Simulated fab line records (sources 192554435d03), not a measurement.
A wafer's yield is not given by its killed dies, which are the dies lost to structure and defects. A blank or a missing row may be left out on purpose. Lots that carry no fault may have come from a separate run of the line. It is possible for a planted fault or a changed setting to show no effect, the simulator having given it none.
A lot that was struck, set against a sound lot | flow n5-finfet | 15 steps out of a route of 1938
Sound: the wafers L426.2, L426.3, L426.5. Struck: wafer L441.3 (left out: L441.2, L441.6 of the same lot, which were not struck); the cause appears at the end.
Per side, at each step with rows, come the tool, then ch with its chambers, and then its first start. Under that, the readings that differ: sound wafers | struck wafers | difference of the means | sigmas: that difference in standard deviations of wafers without a fault.
alike: readings whose means differ by less than 2 such deviations, and words and numbers that are the same on both sides. not compared: withheld readings, readings that some wafer has no value for, bounds like >300 that may hide the same value, and numbers for which the record gives no deviation and whose values overlap.
Wherever a step has rows on one side only, a row that says differs or no value, or a row with sigmas, the two part there. Numbers that don't overlap but have no deviation are shown without sigmas and don't part them. A reading that every wafer of one side lacks parts them only if that side has two wafers or more.

first, 5 steps without rows for these wafers: N5_MIM_BOT_LITHO_SOFTBAKE_03 (time 90 s); N5_MIM_BOT_LITHO_EXPOSE_05 (exposes mask MIM BOT); N5_MIM_BOT_LITHO_PEB_06; N5_MIM_BOT_LITHO_DEVELOP_07 (develop time 60 s); N5_MIM_BOT_LITHO_HARDBAKE_09 (time 120 s).
N5_MIM_BOT_LITHO_CD_MEAS_08: target cd 3000 nm.
  sound on cd-sem-01 ch 0, day 11 23:32; struck on cd-sem-01 ch 0, day 16 03:43
  alike: cd-nm
N5_MIM_BOT_LITHO_OVL_MEAS_11:
  sound on overlay-01 ch 0, day 11 23:34; struck on overlay-01 ch 0, day 16 03:44
  reading          | sound  | struck | difference | sigmas
  MIM_BOT_OVL (nm) | 7 10 4 | -12    | -19        | -3
N5_MIM_BOT_LITHO_INSPECT_12: inspects for defects (macro).
  sound: defect-inspect-01 at day 11 23:36; struck: defect-inspect-01 at day 16 03:46
  reading          | sound | struck | difference | sigmas
  raw-defect-count | 2 3 1 | 6      | +4         | +3
N5_MIM_BOT_LITHO_DESCUM_10: chemistry O2, time 7.9 s.
  sound on rie-diel-03 ch 2,3, day 11 23:38; struck on rie-diel-04 ch 0, day 16 04:17
  alike: drypump-motor-current-A, oes-product-au, rf-vpp-V, showerhead-plenum-p-Torr, throttle-valve-pct
  not compared: rf-hours-counter-h
N5_MIM_BOT_ETCH_ETCH_04: etches SiNx in CF4/O2, target depth 26 nm, time 13 s.
  sound on rie-diel-03 ch 2,3, day 11 23:41; struck on rie-diel-04 ch 0, day 16 04:21
  reading      | sound       | struck | difference | sigmas
  rf-vpp-V (V) | 249 241 249 | 234    | -12        | -2
  alike: drypump-motor-current-A, oes-product-au, showerhead-plenum-p-Torr, throttle-valve-pct
  not compared: rf-hours-counter-h
N5_MIM_BOT_ETCH_ETCH_03: etches the open film in Cl2/BCl3, target depth 12 nm.
  sound on rie-metal-01 ch 0,1, day 11 23:47; struck on rie-metal-01 ch 0, day 16 04:26
  alike: drypump-motor-current-A, oes-product-au, throttle-valve-pct
  not compared: rf-hours-counter-h
N5_MIM_BOT_ETCH_ETCH_00: etches TiN in Cl2/BCl3, target depth 45.5 nm.
  sound on rie-metal-01 ch 0,1, day 11 23:52; struck on rie-metal-01 ch 0, day 16 04:32
  alike: drypump-motor-current-A, oes-product-au, throttle-valve-pct
  not compared: rf-hours-counter-h
N5_MIM_BOT_ETCH_STRIP_01: strips in O2.
  sound on rie-diel-02 ch 2,3, day 12 00:01; struck on rie-diel-04 ch 2, day 16 04:49
  reading                        | sound             | struck | difference | sigmas
  chamber-pressure-mTorr (mTorr) | 30.02 30.02 30.10 | 38.88  | +8.83      | +99 or more
  alike: drypump-motor-current-A, oes-product-au, rf-vpp-V, showerhead-plenum-p-Torr, throttle-valve-pct
  not compared: rf-hours-counter-h
then, 1 step without rows for these wafers: N5_MIM_BOT_ETCH_STRIP_02 (strips in post etch residue remover, time 1200 s).
N5_PASSIVATION_PROBE_49:
  the record holds rows for the sound wafers here (prober-01, day 12 09:20) but none for the struck ones

WHERE THEY PART
Earliest at N5_MIM_BOT_LITHO_OVL_MEAS_11; latest, in this record, at N5_PASSIVATION_PROBE_49.

WHY: the cause the simulator had injected
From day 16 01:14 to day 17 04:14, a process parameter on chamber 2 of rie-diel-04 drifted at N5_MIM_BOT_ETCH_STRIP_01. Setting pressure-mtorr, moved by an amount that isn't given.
